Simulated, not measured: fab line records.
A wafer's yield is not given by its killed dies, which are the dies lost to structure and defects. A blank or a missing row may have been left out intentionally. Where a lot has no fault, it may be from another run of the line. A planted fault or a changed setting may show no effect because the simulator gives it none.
A lot that was struck, set against a sound lot    flow n5_finfet    15 out of 1938 route steps
Sound: these wafers, L538.1, L538.5, L538.6. Struck: wafer L544.6 (left out: L544.2, L544.3 of the same lot, which were not struck); the cause appears at the end.
For every step that has rows: the tool of each side, followed by ch and its chambers, followed by its first start. Under that, the readings that differ: sound wafers    struck wafers    difference of the means    sigmas: that difference in standard deviations of wafers without a fault.
alike: readings with means less than 2 such deviations apart, plus words and numbers identical on both sides. not compared: withheld readings, readings lacking a value on some wafer, bounds such as >300 that could conceal the same value, and numbers that have no deviation in the record and whose values overlap.
The two part at a step that has a row with sigmas, a row that says differs or no value, or rows on one side only. Numbers that don't overlap but have no deviation are shown without sigmas and don't part them. Lack of a reading on every wafer of one side parts them only where that side has two or more wafers.

first, 1 step without rows for these wafers: N5_SD_EPI_P_DEVELOP_08 (develop time 30 s).
N5_SD_EPI_P_CD_MEAS_09: target cd 240 nm.
  sound on cd_sem-01 ch 0, day 3 23:36; struck on cd_sem-01 ch 0, day 5 12:34
reading     sound              struck  difference  sigmas
cd_nm (nm)  239.3 239.2 239.4  241.6   +2.3        +3
N5_SD_EPI_P_OVL_MEAS_10:
  sound on overlay-01 ch 0, day 3 23:38; struck on overlay-01 ch 0, day 5 12:35
  alike: SD_P_BLK_OVL
N5_SD_EPI_P_INSPECT_11: inspects for defects (macro).
  struck on defect_inspect-02, day 5 12:37; sound on defect_inspect-02, day 3 23:40
  alike: raw_defect_count
N5_SD_EPI_P_DESCUM_14: chemistry O2, time 7.9 s.
  sound on rie_diel-01 ch 1,2,3, day 3 23:41; struck on rie_diel-02 ch 0, day 5 12:55
  alike: drypump_motor_current_A, oes_product_au, rf_vpp_V, showerhead_plenum_p_Torr, throttle_valve_pct
  not compared: rf_hours_counter_h
then, 1 step without rows for these wafers: N5_SD_EPI_P_ETCH_36 (etches SiARC in CF4, target depth 45.5 nm, time 75.8 s).
N5_SD_EPI_P_ETCH_37: etches SOC in N2/H2, overetch 108 nm, time 486 s.
  sound on rie_diel-01 ch 1,2,3, day 3 23:47; struck on rie_diel-02 ch 0, day 5 13:01
reading     sound              struck  difference  sigmas
bias_w (W)  132.9 132.7 132.9  133.7   +0.9        +2
  alike: drypump_motor_current_A, oes_product_au, rf_vpp_V, showerhead_plenum_p_Torr, throttle_valve_pct
  not compared: rf_hours_counter_h
then, 1 step without rows for these wafers: N5_SD_EPI_P_STRIP_38 (strips in N2/H2).
N5_SD_EPI_P_ETCHBACK_46: etches SiNx in CH3F/O2, stops on SiO2, target depth 17.5 nm.
  sound on rie_diel-01 ch 1,2,3, day 4 00:07; struck on rie_diel-02 ch 0, day 5 13:20
  alike: bias_w, drypump_motor_current_A, oes_product_au, rf_vpp_V, showerhead_plenum_p_Torr, throttle_valve_pct
  not compared: rf_hours_counter_h
N5_SD_EPI_P_ETCH_47: etches SiOCN in CH3F/O2, target depth 25 nm.
  sound on rie_diel-01 ch 1,2,3, day 4 00:13; struck on rie_diel-02 ch 0, day 5 13:26
  alike: bias_w, drypump_motor_current_A, oes_product_au, rf_vpp_V, showerhead_plenum_p_Torr, throttle_valve_pct
  not compared: rf_hours_counter_h
N5_SD_EPI_P_ETCH_16: etches SiO2 in CHF3/O2, target depth 5 nm.
  sound on rie_diel-01 ch 1,2,3, day 4 00:19; struck on rie_diel-02 ch 0, day 5 13:32
reading     sound              struck  difference  sigmas
bias_w (W)  170.1 170.1 170.4  169.1   -1.1        -2
  alike: drypump_motor_current_A, oes_product_au, rf_vpp_V, showerhead_plenum_p_Torr, throttle_valve_pct
  not compared: rf_hours_counter_h
then, 1 step without rows for these wafers: N5_SD_EPI_P_STRIP_50 (strips in CHF3/O2).
N5_SD_EPI_P_SD_RECESS_17: chemistry HBr/Cl2/O2, target depth 39.1 nm, bt time 3 s.
  sound on rie_si-04 ch 0,1,3, day 4 00:23; struck on rie_si-01 ch 3, day 5 13:37
reading                               sound              struck  difference  sigmas
model.etch.depth_nm (nm)              39.46 39.14 38.31  36.59   -2.38       
model.SD_EPI_P.feature_depth_nm (nm)  39.4 39.2 38.4     36.6    -2.4        
  alike: bias_w, drypump_motor_current_A, oes_product_au, throttle_valve_pct
  not compared: rf_hours_counter_h
then, 1 step without rows for these wafers: N5_SD_EPI_P_WET_ETCH_45 (etches SiO2 in dHF, time 10.7 s, target depth 2 nm, rinse time 30 s).
-- a jump in the record: the struck wafers' starts before and after are 5 days apart (it breaks off in module SD_EPI_P and resumes in module BEOL_M4, where the first step shown is number 1111 of the route) --
N5_BEOL_M4_RC_MEAS_101:
  sound on prober-02 ch 0, day 8 15:33; struck on prober-02 ch 0, day 10 06:39
reading         sound                 struck  difference  sigmas
DIBL_N (mV/V)   39.3 37.5 37.5        35.2    -2.9        -2
IOFF_P (nA/um)  0.276 0.220 0.225     0.184   -0.056      -2
VT_P (mV)       -245.4 -245.8 -248.4  -252.2  -5.7        -2
  alike: DIBL_P, IOFF_N, ION_N, ION_P, SS_N, SS_P, VT_N

== WHERE THEY PART ==
Last at N5_BEOL_M4_RC_MEAS_101 as far as this record goes, first at N5_SD_EPI_P_CD_MEAS_09.

WHY: the cause the simulator had injected
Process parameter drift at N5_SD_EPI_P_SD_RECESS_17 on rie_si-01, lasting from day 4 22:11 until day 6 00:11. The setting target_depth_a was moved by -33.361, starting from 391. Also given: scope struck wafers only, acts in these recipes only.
